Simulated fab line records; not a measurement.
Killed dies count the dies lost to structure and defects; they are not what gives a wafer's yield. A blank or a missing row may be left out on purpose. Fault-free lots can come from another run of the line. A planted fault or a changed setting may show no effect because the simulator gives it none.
Which of the tools did it? + flow nandHarc + 12 lots, 36 wafers sampled, at 6 steps of a route of 1159

## WHAT THE GAUGES READ, wafer by wafer
NHARC_A_ONON_D1_THK_MEAS_24: measures by ellipsometry.
| lot  | measured     | on           | thkNm (nm)     |
|------|--------------|--------------|----------------|
| L656 | day 8 03:51  | filmMetro-01 | 1015 1014 1014 |
| L657 | day 8 09:39  | filmMetro-01 | 1008 1010 1008 |
| L659 | day 8 22:20  | filmMetro-02 | 993 996 994    |
| L662 | day 9 08:53  | filmMetro-01 | 988 991 990    |
| L663 | day 9 19:07  | filmMetro-01 | 991 993 992    |
| L666 | day 10 09:55 | filmMetro-02 | 1011 1012 1013 |
| L667 | day 10 19:07 | filmMetro-02 | 995 992 992    |
| L668 | day 11 03:04 | filmMetro-01 | 1008 1005 1006 |
| L672 | day 11 23:12 | filmMetro-02 | 988 986 989    |
| L673 | day 12 12:32 | filmMetro-02 | 1000 1003 1004 |
| L676 | day 13 01:34 | filmMetro-01 | 1013 1012 1011 |
| L678 | day 13 08:23 | filmMetro-02 | 1011 1010 1010 |

NHARC_A_ONON_D1_THK_MEAS_30: measures by ellipsometry.
| lot  | measured     | on           | thkNm (nm)     |
|------|--------------|--------------|----------------|
| L656 | day 8 04:59  | filmMetro-01 | 988 986 988    |
| L657 | day 8 10:47  | filmMetro-01 | 990 990 991    |
| L659 | day 8 23:28  | filmMetro-01 | 996 997 997    |
| L662 | day 9 10:17  | filmMetro-02 | 986 989 989    |
| L663 | day 9 20:14  | filmMetro-02 | 1003 1002 1003 |
| L666 | day 10 11:03 | filmMetro-02 | 1008 1011 1011 |
| L667 | day 10 20:14 | filmMetro-02 | 1505 1506 1502 |
| L668 | day 11 04:13 | filmMetro-01 | 1487 1485 1485 |
| L672 | day 12 00:20 | filmMetro-02 | 1004 1004 1005 |
| L673 | day 12 13:40 | filmMetro-02 | 1005 1003 1004 |
| L676 | day 13 02:41 | filmMetro-01 | 1005 1005 1005 |
| L678 | day 13 09:32 | filmMetro-01 | 988 987 989    |

NHARC_END_SORT_01.
| lot  | measured     | on        | killedAtArray | killedAtOther | killedAtPeriphery | killedDies  | killedOpen | killedShort |
|------|--------------|-----------|---------------|---------------|-------------------|-------------|------------|-------------|
| L667 | day 22 13:04 | prober-02 | 672 675 673   | 0 0 0         | 5 2 4             | 677 677 677 | 2 2 10     | 3 0 1       |
| L668 | day 22 03:22 | prober-01 | 677 676 675   | 0 0 0         | 0 1 2             | 677 677 677 | 3 3 2      | 1 2 4       |

## WHAT TOOL EACH LOT RAN ON (gives the tool, then ch and the chambers of the sampled wafers, and finally the start)
| lot  | NHARC_P_BONDPAD_CMP_19        | NHARC_A_ONON_D1_DEP_28          | NHARC_A_CHANNEL_HOLE_D1_ETCH_39 |
|------|-------------------------------|---------------------------------|---------------------------------|
| L656 | cmp-02 ch 0,1, day 6 14:20    | pecvdOnon-03 ch 0, day 8 04:32  | rieDiel-12 ch 0,1,3, no start   |
| L657 | cmp-02 ch 0,1, day 6 21:52    | pecvdOnon-01 ch 0, day 8 10:16  | rieDiel-06 ch 0,1,2, no start   |
| L659 | cmp-04 ch 0,1,3, day 7 13:29  | pecvdOnon-02 ch 0, day 8 22:58  | rieDiel-12 ch 1,2,3, no start   |
| L662 | cmp-02 ch 0,2,3, day 7 21:38  | pecvdOnon-03 ch 0, day 9 09:57  | rieDiel-05 ch 0,1,2, no start   |
| L663 | cmp-02 ch 0,1, day 8 06:57    | pecvdOnon-02 ch 0, day 9 19:44  | rieDiel-06 ch 1,2,3, no start   |
| L666 | cmp-02 ch 1,2,3, day 8 20:58  | pecvdOnon-01 ch 0, day 10 10:32 | rieDiel-06 ch 0,2,3, no start   |
| L667 | cmp-03 ch 1,2,3, day 9 04:16  | pecvdOnon-01 ch 0, day 10 19:44 | -                               |
| L668 | cmp-03 ch 1,2, day 9 16:10    | pecvdOnon-01 ch 0, day 11 03:49 | -                               |
| L672 | cmp-03 ch 0,2,3, day 10 13:07 | pecvdOnon-03 ch 0, day 11 23:49 | rieDiel-06 ch 2,3, no start     |
| L673 | cmp-02 ch 0,1,3, day 10 19:46 | pecvdOnon-03 ch 0, day 12 13:10 | rieDiel-12 ch 2,3, no start     |
| L676 | cmp-03 ch 0,1, day 11 12:05   | pecvdOnon-03 ch 0, day 13 02:14 | rieDiel-12 ch 1,2,3, no start   |
| L678 | cmp-03 ch 0,1,3, day 11 22:02 | pecvdOnon-03 ch 0, day 13 09:04 | rieDiel-06 ch 1,2,3, no start   |
- NHARC_P_BONDPAD_CMP_19: polishes, t overpolish 30 s, cu recess touch 16 s, target thk 160.81 nm.
- NHARC_A_ONON_D1_DEP_28: target thk 1000 nm.
- NHARC_A_CHANNEL_HOLE_D1_ETCH_39: etches the open film in N2/H2, target depth 260 nm, time 325 s.

## WHAT THE TOOLS THEMSELVES READ (means of the sampled wafers that have a number; where no wafer has one, the mark that the record gives instead)
NHARC_P_BONDPAD_CMP_19.
| lot  | tool   | motorCurrentA (A) | overpolishRunS (s) | retainingRingPressureFrac | slurryFlowMlMin |
|------|--------|-------------------|--------------------|---------------------------|-----------------|
| L656 | cmp-02 | 11.7              | 29.998             | 1.001                     | 150.0           |
| L657 | cmp-02 | 11.5              | 29.999             | 1.003                     | 150.4           |
| L659 | cmp-04 | 11.6              | 30.004             | 1.005                     | 150.0           |
| L662 | cmp-02 | 11.7              | 30.001             | 0.998                     | 150.0           |
| L663 | cmp-02 | 11.0              | 30.003             | 1.002                     | 150.1           |
| L666 | cmp-02 | 11.8              | 29.991             | 1.000                     | 150.1           |
| L667 | cmp-03 | 11.9              | 29.998             | 0.998                     | 149.6           |
| L668 | cmp-03 | 12.7              | 30.000             | 1.001                     | 149.8           |
| L672 | cmp-03 | 11.0              | 29.999             | 1.002                     | 150.2           |
| L673 | cmp-02 | 11.6              | 30.002             | 1.005                     | 150.1           |
| L676 | cmp-03 | 12.2              | 29.992             | 1.003                     | 149.8           |
| L678 | cmp-03 | 12.4              | 29.997             | 0.998                     | 149.8           |

NHARC_A_ONON_D1_DEP_28.
| lot  | tool         | n2oFlowSccm (sccm) |
|------|--------------|--------------------|
| L656 | pecvdOnon-03 | 1996               |
| L657 | pecvdOnon-01 | 2002               |
| L659 | pecvdOnon-02 | 1986               |
| L662 | pecvdOnon-03 | 1993               |
| L663 | pecvdOnon-02 | 1996               |
| L666 | pecvdOnon-01 | 2006               |
| L667 | pecvdOnon-01 | 1997               |
| L668 | pecvdOnon-01 | 2008               |
| L672 | pecvdOnon-03 | 1997               |
| L673 | pecvdOnon-03 | 2000               |
| L676 | pecvdOnon-03 | 1997               |
| L678 | pecvdOnon-03 | 1995               |

NHARC_A_CHANNEL_HOLE_D1_ETCH_39.
| lot  | tool       | drypumpMotorCurrentA (A) | oesProductAu (a.u.) | rfVppV (V) | showerheadPlenumPTorr (Torr) | throttleValvePct (%) |
|------|------------|--------------------------|---------------------|------------|------------------------------|----------------------|
| L656 | rieDiel-12 | 5.8                      | 0.996               | 428.6      | 1.97                         | 14.168               |
| L657 | rieDiel-06 | 5.8                      | 0.999               | 430.7      | 2.04                         | 14.173               |
| L659 | rieDiel-12 | 5.5                      | 0.992               | 428.0      | 1.95                         | 14.164               |
| L662 | rieDiel-05 | 5.8                      | 1.009               | 432.1      | 2.11                         | 14.175               |
| L663 | rieDiel-06 | 5.5                      | 0.995               | 431.7      | 2.06                         | 14.170               |
| L666 | rieDiel-06 | 5.6                      | 0.994               | 429.9      | 2.03                         | 14.169               |
| L672 | rieDiel-06 | 5.3                      | 0.996               | 430.3      | 2.05                         | 14.169               |
| L673 | rieDiel-12 | 5.2                      | 0.990               | 427.6      | 1.94                         | 14.161               |
| L676 | rieDiel-12 | 5.5                      | 1.003               | 427.6      | 1.94                         | 14.180               |
| L678 | rieDiel-06 | 5.5                      | 0.992               | 432.1      | 2.06                         | 14.172               |

## THE ANSWER, worked out from the rows above alone
Rule: usual is defined by the lots themselves. Put in order of their means at a reading, lots are off if they are a third of the lots or fewer, leave a main group of 4 or more, and stand apart from it by a gap of 3 or more times the standard deviation of the main group's means; of several such gaps the widest counts. A main group whose means are all the same, to the digits that the tables above print for the reading, isn't used. Also off: a lot with no number at a reading for which 4 or more lots have one. Where the step has rows for the other lots, those lots are counted as sound. Order of review: gauges by route order, followed by the tools' own readings, for which a lot's mean as printed above is used. The first step at which some lot is off is used, and at that step the reading that is off furthest; a lot without a number counts as furthest.
Off: L667, L668, at NHARC_A_ONON_D1_THK_MEAS_30 (thkNm). The main group: mean 998 nm, standard deviation 8.1.
A tool fits if, at a process step before that reading, it ran every lot that is off, and no sound lot after the first of them. Gauges at NHARC_A_ONON_D1_THK_MEAS_30: tried the same way as those tools. One candidate fits, namely pecvdOnon-01 at NHARC_A_ONON_D1_DEP_28. Its last sound lot is L666 (day 10 10:32), its first lot that is off L667 (day 10 19:44): a fault that began between those two fits.

## WHAT HAD BEEN PUT IN BY THE SIMULATOR
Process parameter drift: pecvdOnon-01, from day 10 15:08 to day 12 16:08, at NHARC_A_ONON_D1_DEP_28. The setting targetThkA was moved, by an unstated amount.
Struck lots among those shown: L667, L668. The same result came from the rule above.
